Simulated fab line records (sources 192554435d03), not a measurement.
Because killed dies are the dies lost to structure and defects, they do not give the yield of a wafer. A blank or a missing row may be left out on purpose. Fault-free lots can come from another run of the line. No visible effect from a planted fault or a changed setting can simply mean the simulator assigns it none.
fab line records / flow n5-finfet
[record] lots = 7 wafers = 39
route steps=1938 shown WELL_APT@47 FIN_SAQP@120 SD_EPI_N@293 GATE_CUT@469
start-h: hours from the record's opening day to when the first of the lot's shown wafers began / wait-h: how many hours have passed since the lot's step before this one / " repeats the value in the row above / L1.1+2: a row that stands for several wafers / - no value present, or no start provided / * or withheld: withheld / < > ~ a bound
route shown NAME@n: a module of which the file shows steps, and the number in the route of the first / usual: mean/standard deviation of fault-free wafers / same: alike in all rows / chamber/n: place in a boat / sites: each site's reading / _std_site: how widely they spread, as a standard deviation / _edge_site: mean of outer sites minus mean of inner sites / radius-mm: for every site, how far away it sits from the centre of the wafer / mask NAME#n: copy n / behind: the last tool/chamber to shape the wafer / hold: cause of the lot's hold/its duration in hours/its outcome / device: the transistor (n, p or np) that didn't switch / end of line: at the end of the route, the tests of the same wafers / for a step that has no rows: nothing shown but its recipe / killed: at the first sort, the dies lost to defects and structure; wafer yield is something else / map: per-die view of a wafer (x killed, . not killed, _ where there is no die)
set.NAME: the setting the step ran with; set.NAME@STEP: the setting that earlier step ran with / model.NAME: the simulator's own value behind a step, which no gauge read
lots where settings were altered on purpose, with a table for each step and a row for each wafer
[[steps]]
[step N5_WELL_APT_IMPLANT_31]
[recipe] species = B energy-kev = 60 dose-cm2 = 1.5e+13 tilt-deg = 0 rotation-deg = 0
lot.wafer=L074.1+2+3+4+5+6 tool=implanter-01 chamber=0 start-h=15.12 wait-h=0.1 set.energy-kev=60 model.implant.rp-nm=194.4 model.implant.drp-nm=64.53
lot.wafer=L086.1+2+3+4+5+6 tool=implanter-01 chamber=0 start-h=86.90 wait-h=0.1 set.energy-kev=60 model.implant.rp-nm=194.4 model.implant.drp-nm=64.53
lot.wafer=L087.1+2+3 tool=implanter-01 chamber=0 start-h=94.89 wait-h=0.1 set.energy-kev=60 model.implant.rp-nm=197.2 model.implant.drp-nm=64.53
lot.wafer=L089.1+2+3+4+5+6 tool=implanter-02 chamber=0 start-h=105.05 wait-h=0.1 set.energy-kev=60 model.implant.rp-nm=191.4 model.implant.drp-nm=64.53
lot.wafer=L093.1+3+5 tool=implanter-02 chamber=0 start-h=129.13 wait-h=0.1 set.energy-kev=60 model.implant.rp-nm=188.7 model.implant.drp-nm=64.53
lot.wafer=L093.2+4+6 tool=implanter-02 chamber=0 start-h=129.13 wait-h=0.1 set.energy-kev=55.88 model.implant.rp-nm=176.8 model.implant.drp-nm=62.12
lot.wafer=L096.1+2+3+4+5+6 tool=implanter-02 chamber=0 start-h=148.34 wait-h=0.1 set.energy-kev=60 model.implant.rp-nm=192.1 model.implant.drp-nm=64.53
lot.wafer=L097.1+2+4 tool=implanter-01 chamber=0 start-h=153.14 wait-h=0.1 set.energy-kev=60 model.implant.rp-nm=191.5 model.implant.drp-nm=64.53
lot.wafer=L097.3+5+6 tool=implanter-01 chamber=0 start-h=153.14 wait-h=0.1 set.energy-kev=55.74 model.implant.rp-nm=179 model.implant.drp-nm=62.03
[step N5_FIN_SAQP_MANDREL_ETCH_22]
[recipe] target-depth-a = 600 chemistry = HBr/Cl2 target = a-Si stop-on = SiNx bt-time-s = 10 over-etch-frac = 0.5 time-s = 30 pressure-mtorr = 10 icp-w = 800 bias-w = 75 HBr_flow_sccm = 150 Cl2_flow_sccm = 80 ends = end-point
[usual] oes-product-au = 0.767/0.014
lot.wafer=L074.1 tool=rie-si-06 chamber=3 start-h=22.38 wait-h=0.0 set.target-depth-a=545.6 oes-product-au=0.828
lot.wafer=L074.2 tool=rie-si-06 chamber=1 start-h=22.38 wait-h=0.0 set.target-depth-a=600 oes-product-au=0.742
lot.wafer=L074.3 tool=rie-si-06 chamber=2 start-h=22.38 wait-h=0.0 set.target-depth-a=600 oes-product-au=0.765
lot.wafer=L074.4 tool=rie-si-06 chamber=0 start-h=22.38 wait-h=0.0 set.target-depth-a=545.6 oes-product-au=0.797
lot.wafer=L074.5 tool=rie-si-06 chamber=3 start-h=22.38 wait-h=0.0 set.target-depth-a=600 oes-product-au=0.784
lot.wafer=L074.6 tool=rie-si-06 chamber=2 start-h=22.38 wait-h=0.0 set.target-depth-a=545.6 oes-product-au=0.809
lot.wafer=L086.1 tool=rie-si-04 chamber=3 start-h=95.31 wait-h=0.0 set.target-depth-a=568.2 oes-product-au=0.806
lot.wafer=L086.2 tool=rie-si-04 chamber=0 start-h=95.31 wait-h=0.0 set.target-depth-a=600 oes-product-au=0.769
lot.wafer=L086.3 tool=rie-si-04 chamber=1 start-h=95.31 wait-h=0.0 set.target-depth-a=600 oes-product-au=0.778
lot.wafer=L086.4 tool=rie-si-04 chamber=2 start-h=95.31 wait-h=0.0 set.target-depth-a=600 oes-product-au=0.794
lot.wafer=L086.5 tool=rie-si-04 chamber=2 start-h=95.31 wait-h=0.0 set.target-depth-a=568.2 oes-product-au=0.821
lot.wafer=L086.6 tool=rie-si-04 chamber=3 start-h=95.31 wait-h=0.0 set.target-depth-a=568.2 oes-product-au=0.823
lot.wafer=L087.1 tool=rie-si-06 chamber=3 start-h=101.96 wait-h=0.0 set.target-depth-a=600 oes-product-au=0.776
lot.wafer=L087.2 tool=rie-si-06 chamber=1 start-h=101.96 wait-h=0.0 set.target-depth-a=600 oes-product-au=0.749
lot.wafer=L087.3 tool=rie-si-06 chamber=2 start-h=101.96 wait-h=0.0 set.target-depth-a=600 oes-product-au=0.763
lot.wafer=L089.1 tool=rie-si-03 chamber=0 start-h=111.69 wait-h=0.0 set.target-depth-a=600 oes-product-au=0.754
lot.wafer=L089.2 tool=rie-si-03 chamber=1 start-h=111.69 wait-h=0.0 set.target-depth-a=558.8 oes-product-au=0.800
lot.wafer=L089.3 tool=rie-si-03 chamber=2 start-h=111.69 wait-h=0.0 set.target-depth-a=558.8 oes-product-au=0.805
lot.wafer=L089.4 tool=rie-si-03 chamber=3 start-h=111.69 wait-h=0.0 set.target-depth-a=600 oes-product-au=0.772
lot.wafer=L089.5 tool=rie-si-03 chamber=3 start-h=111.69 wait-h=0.0 set.target-depth-a=558.8 oes-product-au=0.811
lot.wafer=L089.6 tool=rie-si-03 chamber=0 start-h=111.69 wait-h=0.0 set.target-depth-a=600 oes-product-au=0.753
lot.wafer=L093.1 tool=rie-si-06 chamber=3 start-h=136.15 wait-h=0.0 set.target-depth-a=600 oes-product-au=0.782
lot.wafer=L093.2 tool=rie-si-06 chamber=1 start-h=136.15 wait-h=0.0 set.target-depth-a=600 oes-product-au=0.752
lot.wafer=L093.3 tool=rie-si-06 chamber=2 start-h=136.15 wait-h=0.0 set.target-depth-a=600 oes-product-au=0.768
lot.wafer=L093.4 tool=rie-si-06 chamber=0 start-h=136.15 wait-h=0.0 set.target-depth-a=629.5 oes-product-au=0.730
lot.wafer=L093.5 tool=rie-si-06 chamber=1 start-h=136.15 wait-h=0.0 set.target-depth-a=629.5 oes-product-au=0.742
lot.wafer=L093.6 tool=rie-si-06 chamber=2 start-h=136.15 wait-h=0.0 set.target-depth-a=629.5 oes-product-au=0.747
lot.wafer=L096.1 tool=rie-si-06 chamber=1 start-h=154.94 wait-h=0.0 set.target-depth-a=656.5 oes-product-au=0.706
lot.wafer=L096.2 tool=rie-si-06 chamber=3 start-h=154.94 wait-h=0.0 set.target-depth-a=656.5 oes-product-au=0.729
lot.wafer=L096.3 tool=rie-si-06 chamber=0 start-h=154.94 wait-h=0.0 set.target-depth-a=600 oes-product-au=0.750
lot.wafer=L096.4 tool=rie-si-06 chamber=2 start-h=154.94 wait-h=0.0 set.target-depth-a=656.5 oes-product-au=0.737
lot.wafer=L096.5 tool=rie-si-06 chamber=0 start-h=154.94 wait-h=0.0 set.target-depth-a=600 oes-product-au=0.754
lot.wafer=L096.6 tool=rie-si-06 chamber=1 start-h=154.94 wait-h=0.0 set.target-depth-a=600 oes-product-au=0.767
lot.wafer=L097.1 tool=rie-si-06 chamber=0 start-h=160.16 wait-h=0.0 set.target-depth-a=600 oes-product-au=0.748
lot.wafer=L097.2 tool=rie-si-06 chamber=3 start-h=160.16 wait-h=0.0 set.target-depth-a=528.6 oes-product-au=0.841
lot.wafer=L097.3 tool=rie-si-06 chamber=1 start-h=160.16 wait-h=0.0 set.target-depth-a=600 oes-product-au=0.767
lot.wafer=L097.4 tool=rie-si-06 chamber=2 start-h=160.16 wait-h=0.0 set.target-depth-a=528.6 oes-product-au=0.840
lot.wafer=L097.5 tool=rie-si-06 chamber=2 start-h=160.16 wait-h=0.0 set.target-depth-a=600 oes-product-au=0.783
lot.wafer=L097.6 tool=rie-si-06 chamber=3 start-h=160.16 wait-h=0.0 set.target-depth-a=528.6 oes-product-au=0.854
[step N5_SD_EPI_N_LINER_46]
[recipe] material = SiNx target-thk-a = 30 temp-c = 400 ald-precursor-family = SiH2I2 ald-co-reactant = N2/H2-plasma pressure-torr = 2
lot.wafer=L074.1+2+3+4+5+6 tool=ald-sin-03 chamber=2,0,1,3,1,2 start-h=55.78 wait-h=0.2 set.target-thk-a=30 model.SiNx_of_SD_EPI_N_LINER_46.thk-nm=3
lot.wafer=L086.1+2+3+4+5+6 tool=ald-sin-04 chamber=3,2,0,1,2,3 start-h=125.67 wait-h=0.2 set.target-thk-a=30 model.SiNx_of_SD_EPI_N_LINER_46.thk-nm=3
lot.wafer=L087.1+2+3 tool=ald-sin-04 chamber=3,0,1 start-h=132.14 wait-h=0.2 set.target-thk-a=30 model.SiNx_of_SD_EPI_N_LINER_46.thk-nm=3
lot.wafer=L089.1+2+3+4+5+6 tool=ald-sin-04 chamber=3,2,0,1,3,2 start-h=141.51 wait-h=0.2 set.target-thk-a=30 model.SiNx_of_SD_EPI_N_LINER_46.thk-nm=3
lot.wafer=L093.1+2+6 tool=ald-sin-03 chamber=3,2,2 start-h=165.97 wait-h=0.2 set.target-thk-a=30 model.SiNx_of_SD_EPI_N_LINER_46.thk-nm=3
lot.wafer=L093.3+4+5 tool=ald-sin-03 chamber=1,0,3 start-h=165.97 wait-h=0.2 set.target-thk-a=25.83 model.SiNx_of_SD_EPI_N_LINER_46.thk-nm=2.6
lot.wafer=L096.1+2+3+4+5+6 tool=ald-sin-03 chamber=3,2,1,0,1,0 start-h=186.57 wait-h=0.2 set.target-thk-a=30 model.SiNx_of_SD_EPI_N_LINER_46.thk-nm=3
lot.wafer=L097.1+2+5 tool=ald-sin-02 chamber=1,2,3 start-h=190.42 wait-h=0.2 set.target-thk-a=28.08 model.SiNx_of_SD_EPI_N_LINER_46.thk-nm=2.8
lot.wafer=L097.3+4+6 tool=ald-sin-02 chamber=0,3,0 start-h=190.42 wait-h=0.2 set.target-thk-a=30 model.SiNx_of_SD_EPI_N_LINER_46.thk-nm=3
[step N5_GATE_CUT_ETCH_58]
[recipe] chemistry = CH3F/O2 target = SiNx target-depth-a = 170 time-s = 128.6 ion-energy-ev = 50 pressure-mtorr = 30 source-w = 415 bias-w = 21 Ar_flow_sccm = 150 CH3F_flow_sccm = 30 O2_flow_sccm = 20
[usual] rf-vpp-V = 99.2/0.98
lot.wafer=L074.1 tool=rie-diel-05 chamber=1 start-h=83.44 wait-h=0.2 set.bias-w=23.69 rf-vpp-V=106.8 model.etch.depth-nm=18.19
lot.wafer=L074.2 tool=rie-diel-05 chamber=0 start-h=83.44 wait-h=0.2 set.bias-w=21 rf-vpp-V=98.6 model.etch.depth-nm=17.09
lot.wafer=L074.3 tool=rie-diel-05 chamber=2 start-h=83.44 wait-h=0.2 set.bias-w=23.69 rf-vpp-V=108.3 model.etch.depth-nm=18.35
lot.wafer=L074.4 tool=rie-diel-05 chamber=3 start-h=83.44 wait-h=0.2 set.bias-w=21 rf-vpp-V=99.6 model.etch.depth-nm=17.6
lot.wafer=L074.5 tool=rie-diel-05 chamber=0 start-h=83.44 wait-h=0.2 set.bias-w=23.69 rf-vpp-V=106.9 model.etch.depth-nm=18.06
lot.wafer=L074.6 tool=rie-diel-05 chamber=1 start-h=83.44 wait-h=0.2 set.bias-w=21 rf-vpp-V=100.0 model.etch.depth-nm=17.28
lot.wafer=L086.1 tool=rie-diel-05 chamber=2 start-h=151.93 wait-h=0.0 set.bias-w=21 rf-vpp-V=97.9 model.etch.depth-nm=17.26
lot.wafer=L086.2 tool=rie-diel-05 chamber=1 start-h=151.93 wait-h=0.0 set.bias-w=21 rf-vpp-V=101.1 model.etch.depth-nm=16.89
lot.wafer=L086.3 tool=rie-diel-05 chamber=0 start-h=151.93 wait-h=0.0 set.bias-w=18.53 rf-vpp-V=93.1 model.etch.depth-nm=15.8
lot.wafer=L086.4 tool=rie-diel-05 chamber=3 start-h=151.93 wait-h=0.0 set.bias-w=18.53 rf-vpp-V=90.3 model.etch.depth-nm=16.57
lot.wafer=L086.5 tool=rie-diel-05 chamber=1 start-h=151.93 wait-h=0.0 set.bias-w=21 rf-vpp-V=99.0 model.etch.depth-nm=17.09
lot.wafer=L086.6 tool=rie-diel-05 chamber=0 start-h=151.93 wait-h=0.0 set.bias-w=18.53 rf-vpp-V=90.5 model.etch.depth-nm=15.93
lot.wafer=L087.1 tool=rie-diel-03 chamber=1 start-h=158.75 wait-h=0.0 set.bias-w=21 rf-vpp-V=100.6 model.etch.depth-nm=17.31
lot.wafer=L087.2 tool=rie-diel-03 chamber=3 start-h=158.75 wait-h=0.0 set.bias-w=21 rf-vpp-V=99.0 model.etch.depth-nm=17.33
lot.wafer=L087.3 tool=rie-diel-03 chamber=2 start-h=158.75 wait-h=0.0 set.bias-w=21 rf-vpp-V=99.6 model.etch.depth-nm=16.85
lot.wafer=L089.1 tool=rie-diel-03 chamber=2 start-h=168.62 wait-h=0.2 set.bias-w=21 rf-vpp-V=99.6 model.etch.depth-nm=16.87
lot.wafer=L089.2 tool=rie-diel-03 chamber=0 start-h=168.62 wait-h=0.2 set.bias-w=21 rf-vpp-V=98.9 model.etch.depth-nm=17.29
lot.wafer=L089.3 tool=rie-diel-03 chamber=3 start-h=168.62 wait-h=0.2 set.bias-w=21 rf-vpp-V=100.3 model.etch.depth-nm=17.35
lot.wafer=L089.4 tool=rie-diel-03 chamber=1 start-h=168.62 wait-h=0.2 set.bias-w=21 rf-vpp-V=99.5 model.etch.depth-nm=17.43
lot.wafer=L089.5 tool=rie-diel-03 chamber=0 start-h=168.62 wait-h=0.2 set.bias-w=21 rf-vpp-V=98.4 model.etch.depth-nm=17.36
lot.wafer=L089.6 tool=rie-diel-03 chamber=1 start-h=168.62 wait-h=0.2 set.bias-w=21 rf-vpp-V=99.3 model.etch.depth-nm=17.4
lot.wafer=L093.1 tool=rie-diel-05 chamber=2 start-h=192.65 wait-h=0.0 set.bias-w=17.02 rf-vpp-V=86.2 model.etch.depth-nm=15.65
lot.wafer=L093.2 tool=rie-diel-05 chamber=3 start-h=192.65 wait-h=0.0 set.bias-w=21 rf-vpp-V=98.7 model.etch.depth-nm=17.23
lot.wafer=L093.3 tool=rie-diel-05 chamber=0 start-h=192.65 wait-h=0.0 set.bias-w=17.02 rf-vpp-V=84.7 model.etch.depth-nm=15.15
lot.wafer=L093.4 tool=rie-diel-05 chamber=1 start-h=192.65 wait-h=0.0 set.bias-w=17.02 rf-vpp-V=87.5 model.etch.depth-nm=15.49
lot.wafer=L093.5 tool=rie-diel-05 chamber=1 start-h=192.65 wait-h=0.0 set.bias-w=21 rf-vpp-V=98.1 model.etch.depth-nm=16.99
lot.wafer=L093.6 tool=rie-diel-05 chamber=0 start-h=192.65 wait-h=0.0 set.bias-w=21 rf-vpp-V=100.0 model.etch.depth-nm=16.8
lot.wafer=L096.1 tool=rie-diel-02 chamber=2 start-h=212.49 wait-h=0.0 set.bias-w=19.6 rf-vpp-V=97.5 model.etch.depth-nm=16.03
lot.wafer=L096.2 tool=rie-diel-02 chamber=0 start-h=212.49 wait-h=0.0 set.bias-w=21 rf-vpp-V=98.1 model.etch.depth-nm=17.57
lot.wafer=L096.3 tool=rie-diel-02 chamber=3 start-h=212.49 wait-h=0.0 set.bias-w=19.6 rf-vpp-V=94.4 model.etch.depth-nm=16.55
lot.wafer=L096.4 tool=rie-diel-02 chamber=1 start-h=212.49 wait-h=0.0 set.bias-w=21 rf-vpp-V=98.8 model.etch.depth-nm=17.11
lot.wafer=L096.5 tool=rie-diel-02 chamber=2 start-h=212.49 wait-h=0.0 set.bias-w=19.6 rf-vpp-V=92.7 model.etch.depth-nm=16.07
lot.wafer=L096.6 tool=rie-diel-02 chamber=1 start-h=212.49 wait-h=0.0 set.bias-w=21 rf-vpp-V=99.3 model.etch.depth-nm=16.87
lot.wafer=L097.1 tool=rie-diel-05 chamber=1 start-h=219.50 wait-h=0.1 set.bias-w=21 rf-vpp-V=100.4 model.etch.depth-nm=16.72
lot.wafer=L097.2 tool=rie-diel-05 chamber=2 start-h=219.50 wait-h=0.1 set.bias-w=21 rf-vpp-V=99.0 model.etch.depth-nm=17.17
lot.wafer=L097.3 tool=rie-diel-05 chamber=3 start-h=219.50 wait-h=0.1 set.bias-w=21 rf-vpp-V=99.0 model.etch.depth-nm=17.11
lot.wafer=L097.4 tool=rie-diel-05 chamber=0 start-h=219.50 wait-h=0.1 set.bias-w=21 rf-vpp-V=98.9 model.etch.depth-nm=16.6
lot.wafer=L097.5 tool=rie-diel-05 chamber=0 start-h=219.50 wait-h=0.1 set.bias-w=21 rf-vpp-V=98.8 model.etch.depth-nm=16.64
lot.wafer=L097.6 tool=rie-diel-05 chamber=1 start-h=219.50 wait-h=0.1 set.bias-w=21 rf-vpp-V=99.1 model.etch.depth-nm=16.71
[[key]]
[split] step = N5_WELL_APT_IMPLANT_31 setting = energy-kev stated = 60 by = wafer
[response] step = N5_WELL_APT_IMPLANT_31 reading = model.implant.rp-nm change = +1.75 per = 1% r = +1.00
[response] step = N5_WELL_APT_IMPLANT_31 reading = model.implant.drp-nm change = +0.351 per = 1% r = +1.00
[split] step = N5_FIN_SAQP_MANDREL_ETCH_22 setting = target-depth-a stated = 600 by = wafer
[response] step = N5_FIN_SAQP_MANDREL_ETCH_22 reading = oes-product-au change = -0.00565 per = 1% r = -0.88
[split] step = N5_SD_EPI_N_LINER_46 setting = target-thk-a stated = 30 by = wafer
[response] step = N5_SD_EPI_N_LINER_46 reading = model.SiNx_of_SD_EPI_N_LINER_46.thk-nm change = +0.0292 per = 1% r = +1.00
[split] step = N5_GATE_CUT_ETCH_58 setting = bias-w stated = 21 by = wafer
[response] step = N5_GATE_CUT_ETCH_58 reading = rf-vpp-V change = +0.657 per = 1% r = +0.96
[response] step = N5_GATE_CUT_ETCH_58 reading = model.etch.depth-nm change = +0.0836 per = 1% r = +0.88
